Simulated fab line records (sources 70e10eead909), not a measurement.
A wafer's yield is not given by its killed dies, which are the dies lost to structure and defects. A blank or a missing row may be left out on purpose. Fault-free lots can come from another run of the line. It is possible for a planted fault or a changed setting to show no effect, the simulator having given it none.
Chamber matching :: flow nandHarc :: NHARC_A_STAIRCASE_TRIM_187 on rieDiel-07: 4 sister chambers
The step chemistry O2, time 211.2 s. 8 wafers are shown with their chamber, then 10 later ones without.

== WAFERS PAIRED WITH THEIR CHAMBERS ==
wafer: L083.4
chamber: 2
drypumpMotorCurrentA (A): 6.1
showerheadPlenumPTorr (Torr): 3.66

wafer: L083.6
chamber: 0
drypumpMotorCurrentA (A): 6.3
showerheadPlenumPTorr (Torr): 3.38

wafer: L084.6
chamber: 3
drypumpMotorCurrentA (A): 4.9
showerheadPlenumPTorr (Torr): 3.63

wafer: L087.2
chamber: 1
drypumpMotorCurrentA (A): 5.9
showerheadPlenumPTorr (Torr): 3.47

wafer: L087.5
chamber: 1
drypumpMotorCurrentA (A): 5.9
showerheadPlenumPTorr (Torr): 3.47

wafer: L087.6
chamber: 2
drypumpMotorCurrentA (A): 6.2
showerheadPlenumPTorr (Torr): 3.65

wafer: L090.3
chamber: 3
drypumpMotorCurrentA (A): 4.9
showerheadPlenumPTorr (Torr): 3.62

wafer: L090.4
chamber: 0
drypumpMotorCurrentA (A): 6.3
showerheadPlenumPTorr (Torr): 3.36

== WAFERS WITH NO CHAMBER GIVEN ==
wafer: L090.5
drypumpMotorCurrentA (A): 5.0
showerheadPlenumPTorr (Torr): 3.62

wafer: L091.2
drypumpMotorCurrentA (A): 6.3
showerheadPlenumPTorr (Torr): 3.36

wafer: L091.3
drypumpMotorCurrentA (A): 4.9
showerheadPlenumPTorr (Torr): 3.62

wafer: L091.6
drypumpMotorCurrentA (A): 5.9
showerheadPlenumPTorr (Torr): 3.46

wafer: L096.3
drypumpMotorCurrentA (A): 4.9
showerheadPlenumPTorr (Torr): 3.60

wafer: L096.5
drypumpMotorCurrentA (A): 5.0
showerheadPlenumPTorr (Torr): 3.60

wafer: L096.6
drypumpMotorCurrentA (A): 6.2
showerheadPlenumPTorr (Torr): 3.63

wafer: L097.3
drypumpMotorCurrentA (A): 5.9
showerheadPlenumPTorr (Torr): 3.45

wafer: L097.4
drypumpMotorCurrentA (A): 5.0
showerheadPlenumPTorr (Torr): 3.60

wafer: L097.6
drypumpMotorCurrentA (A): 5.0
showerheadPlenumPTorr (Torr): 3.60

== WHICH CHAMBER EACH WENT THROUGH ==
wafer: L090.5
from the rows above: 3
in truth: 3

wafer: L091.2
from the rows above: 0
in truth: 0

wafer: L091.3
from the rows above: 3
in truth: 3

wafer: L091.6
from the rows above: 1
in truth: 1

wafer: L096.3
from the rows above: 3
in truth: 3

wafer: L096.5
from the rows above: 3
in truth: 3

wafer: L096.6
from the rows above: 2
in truth: 2

wafer: L097.3
from the rows above: 1
in truth: 1

wafer: L097.4
from the rows above: 3
in truth: 3

wafer: L097.6
from the rows above: 3
in truth: 3
Correct placement for 10 of the 10. Can't be placed from these rows: 0. Placed wrongly: 0.
How it was worked out, from the rows above alone: a wafer's distance from a chamber is the root of the sum, over the readings, of the square of ((its reading less the chamber's mean) divided by the reading's scatter). If the next closest chamber is less than 2 further off than the closest, the wafer can't be placed; otherwise it belongs to the closest. A chamber's mean is the mean of its shown wafers. The scatter is the square root of a quotient: the sum, over the shown wafers, of each reading's squared deviation from its chamber's mean, divided by wafers minus chambers.
